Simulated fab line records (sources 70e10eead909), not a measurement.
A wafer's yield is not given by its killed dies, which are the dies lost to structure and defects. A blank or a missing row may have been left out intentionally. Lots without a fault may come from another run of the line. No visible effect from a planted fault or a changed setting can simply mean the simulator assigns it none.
Problem report, 8D (eight disciplines) form, completed by code    flow nandHarc    the parts of the form that need people (team, actions taken, sign-off) are left out

== 1. WHAT WENT WRONG ==
A mean of 93.8 nm is read at NHARC_P_M0_CD_MEAS_09 for cdNm, taken on 1 wafer of 1 lot, against 90.0 nm (standard deviation 0.65) on wafers free of any fault. That puts it +5.8 standard deviations away from the usual mean.
The step: target cd 90 nm.
Earliest sighting: wafer L264.3 on cdSem-03 at day 10 18:48. At this step, 36 wafers from 12 lots have a number in the record. Rule for "out", or "out of limits": more than 4 standard deviations from the usual mean. The other wafers with a number count as sound.

== 2. WHAT IT IS; WHAT IT IS NOT ==
question                     is                 is not
which readings at this step  cdNm               -
which lots                   L264               L244, L245, L246, L252, L253, L254, L255, L258, L259, L260, L267
which wafers of those lots   L264.3             L264.4, L264.5
read on which gauges         cdSem-03           cdSem-01, cdSem-02
when                         from day 10 18:48  up to then (32 sound wafers); but 3 sound wafers of L267 came after

== 3. WHAT RULES OUT EACH SUSPECT ==
Counting: any tool at a process step up to the reading remains a suspect provided it ran every lot that is out. Sound lots after the first of them don't rule it out here, since some wafers of a struck lot are sound.
- the gauge at NHARC_P_M0_CD_MEAS_09: kept. All the wafers that are out were read on cdSem-03, and no step on other tools shows them out.
- pvdSputter-01 at NHARC_P_CONTACT_DEGAS_38 (time 60 s): kept. It ran the lot that is out, L264 (day 10 16:06).
- lithoTrack-04 at NHARC_P_M0_PEB_07 (peb time 65 s): kept. L264, the lot that is out, went through it at day 10 18:43; up to then, the latest sound lot through it was L260 at day 9 23:23.
After the count, these remain: pvdSputter-01 at NHARC_P_CONTACT_DEGAS_38, lithoTrack-04 at NHARC_P_M0_PEB_07 and cdSem-03 at NHARC_P_M0_CD_MEAS_09.

== 4. THE CAUSE (what the simulator had put in) ==
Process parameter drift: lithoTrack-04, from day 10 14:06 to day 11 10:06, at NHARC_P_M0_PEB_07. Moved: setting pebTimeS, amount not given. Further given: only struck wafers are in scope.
After counting, 3 suspects remain, this tool included.

== 5. THE CHAIN OF EFFECTS, in route order ==
Rows list readings where the struck wafers' mean (over those with a number) sits beyond 3 standard deviations from the usual. Only readings whose record carries a usual standard deviation are examined. hours: median over the lots of the time between each lot's start at the first step of this table that gives one and its start at this step. sigmas: the change, counted in usual standard deviations.
hours  step                   reading  usual    on struck wafers  change  sigmas
0      NHARC_P_M0_CD_MEAS_09  cdNm     90.0 nm  93.8              +3.8    +5.8

== 6. WHAT WOULD HAVE CAUGHT IT SOONER ==
In this record the first reading out of limits at a measuring or inspecting step was taken at day 10 18:48, 5 hours after the fault began at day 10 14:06.
Each of the lots that are out, 1 in all, had begun NHARC_P_M0_PEB_07 on lithoTrack-04 no later than day 10 18:48. None of them would have been spared by holding the tool at that moment.
